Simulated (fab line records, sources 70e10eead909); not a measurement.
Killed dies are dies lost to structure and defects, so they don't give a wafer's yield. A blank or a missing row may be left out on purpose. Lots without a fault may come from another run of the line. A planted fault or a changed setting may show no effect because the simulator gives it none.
A struck lot beside a sound one | flow nand_harc | 23 steps out of a route of 1159
Sound: wafers L137.2, L137.3, L137.5. Struck: wafer L151.1. (L151.2, L151.3 of the same lot were not struck and are left out.) The cause comes at the end.
At each step with rows: each side's tool, then ch and its chambers, then its first start. Under that, the readings that differ: sound wafers | struck wafers | difference of the means | sigmas: that difference in standard deviations of wafers without a fault.
alike: readings whose means differ by less than 2 such deviations, and words and numbers that are the same on both sides. not compared: withheld readings, readings that some wafer has no value for, bounds like >300 that may hide the same value, and numbers for which the record gives no deviation and whose values overlap.
The two part at a step that has a row with sigmas, a row that says differs or no value, or rows on one side only. Numbers that don't overlap but have no deviation are shown without sigmas and don't part them. A reading that every wafer of one side lacks parts them only if that side has two wafers or more.

first, 4 steps without rows for these wafers: NHARC_P_GATE_PRECLEAN_71 (cleans in SC1); NHARC_P_GATE_SRD_72; NHARC_P_GATE_OXIDE_16 (material SiO2, target thk 3 nm, ox time 392 s); NHARC_P_GATE_CVD_17 (deposits poly-Si, target thk 150 nm, time 900 s).
NHARC_P_GATE_HM_DEP_102: deposits aC, target thk 120 nm.
  sound on acl_dep-02 ch 0, day 6 05:28; struck on acl_dep-01 ch 0, day 8 21:14
  alike: throttle_valve_pct
NHARC_P_GATE_DEP_103: deposits SiON, target thk 30 nm.
  sound on pecvd-04 ch 0,1, day 6 06:01; struck on pecvd-02 ch 1, day 8 21:54
  alike: heater_power_w, rf_fwd_power_W
then, 6 steps without rows for these wafers: NHARC_P_GATE_DEHYDRATE_18 (time 120 s); NHARC_P_GATE_HMDS_19 (time 30 s); NHARC_P_GATE_COAT_20 (resist thk 90 nm); NHARC_P_GATE_SOFTBAKE_21 (time 55 s); NHARC_P_GATE_EBR_22; NHARC_P_GATE_EXPOSE_23 (exposes mask P GATE, target cd 120 nm).
NHARC_P_GATE_PEB_24: peb time 65 s.
  sound on litho_track-06 ch 0, day 6 06:37; struck on litho_track-04 ch 0, day 8 22:39
then, 1 step without rows for these wafers: NHARC_P_GATE_DEVELOP_25 (develop time 35 s).
NHARC_P_GATE_CD_MEAS_26: target cd 120 nm.
  sound on cd_sem-03 ch 0, day 6 06:42; struck on cd_sem-01 ch 0, day 8 22:44
  reading    | sound             | struck | difference | sigmas
  cd_nm (nm) | 120.5 120.0 119.7 | 117.1  | -3.0       | -4
NHARC_P_GATE_OVL_MEAS_27:
  sound on overlay-01, day 6 06:47; struck on overlay-01, day 8 22:49
  reading           | sound          | struck | difference | sigmas
  overlay_y_nm (nm) | -0.5 -1.4 -1.5 | 2.5    | +3.6       | +4
  alike: overlay_x_nm
NHARC_P_GATE_INSPECT_28:
  sound on defect_inspect-01, day 6 06:49; struck on defect_inspect-02, day 8 22:51
  alike: raw_defect_count
NHARC_P_GATE_DESCUM_31: chemistry O2, time 3 s.
  sound on rie_diel-06 ch 0,3, day 6 07:05; struck on rie_diel-05 ch 1, day 8 22:58
  reading                 | sound             | struck | difference | sigmas
  model.P_GATE.cd_nm (nm) | 119.7 119.7 119.3 | 117    | -3         |
  alike: drypump_motor_current_A, oes_product_au, rf_vpp_V, showerhead_plenum_p_Torr, throttle_valve_pct
  not compared: rf_hours_counter_h
NHARC_P_GATE_ETCH_104: etches the open film in CF4/CHF3, target depth 60 nm.
  sound on rie_diel-06 ch 0,1,3, day 6 07:11; struck on rie_diel-05 ch 2, day 8 23:04
  reading                | sound                | struck | difference | sigmas
  throttle_valve_pct (%) | 16.791 16.800 16.798 | 16.815 | +0.019     | +2
  alike: cf4_flow_sccm, drypump_motor_current_A, oes_product_au, rf_fwd_power_W, rf_vpp_V, showerhead_plenum_p_Torr
NHARC_P_GATE_HM_OPEN_105: chemistry O2/COS, target depth 360 nm.
  sound on rie_diel-06 ch 0,3; struck on rie_diel-05 ch 2
  alike: drypump_motor_current_A, oes_product_au, rf_fwd_power_W, rf_vpp_V, showerhead_plenum_p_Torr, throttle_valve_pct
  not compared: rf_hours_counter_h
then, 1 step without rows for these wafers: NHARC_P_GATE_STRIP_106 (strips in O2/COS).
NHARC_P_GATE_ETCH_114: etches the open film in CF4/O2, target depth 30 nm, overetch 3 nm, time 16.5 s.
  sound on rie_diel-06 ch 0,2; struck on rie_diel-05 ch 0
  reading                 | sound                | struck | difference | sigmas
  throttle_valve_pct (%)  | 13.401 13.378 13.371 | 13.406 | +0.023     | +2
  model.P_GATE.cd_nm (nm) | 121.8 122.9 122.4    | 117.9  | -4.5       |
  alike: cf4_flow_sccm, drypump_motor_current_A, oes_product_au, rf_fwd_power_W, rf_vpp_V, showerhead_plenum_p_Torr
  not compared: rf_hours_counter_h
NHARC_P_GATE_ETCH_32: etches the open film in HBr/Cl2, target depth 150 nm, time 100.1 s.
  sound on rie_si-02 ch 1,3, day 6 07:52; struck on rie_si-02 ch 1, day 8 23:27
  reading            | sound             | struck | difference | sigmas
  rf_fwd_power_W (W) | 394.1 395.8 396.5 | 398.8  | +3.3       | +2
  alike: drypump_motor_current_A, he_backside_leak_sccm, oes_product_au, throttle_valve_pct
  not compared: rf_hours_counter_h

WHERE THEY PART
First at NHARC_P_GATE_CD_MEAS_26; last, within this record, at NHARC_P_GATE_ETCH_32.

WHY: what the simulator had put in
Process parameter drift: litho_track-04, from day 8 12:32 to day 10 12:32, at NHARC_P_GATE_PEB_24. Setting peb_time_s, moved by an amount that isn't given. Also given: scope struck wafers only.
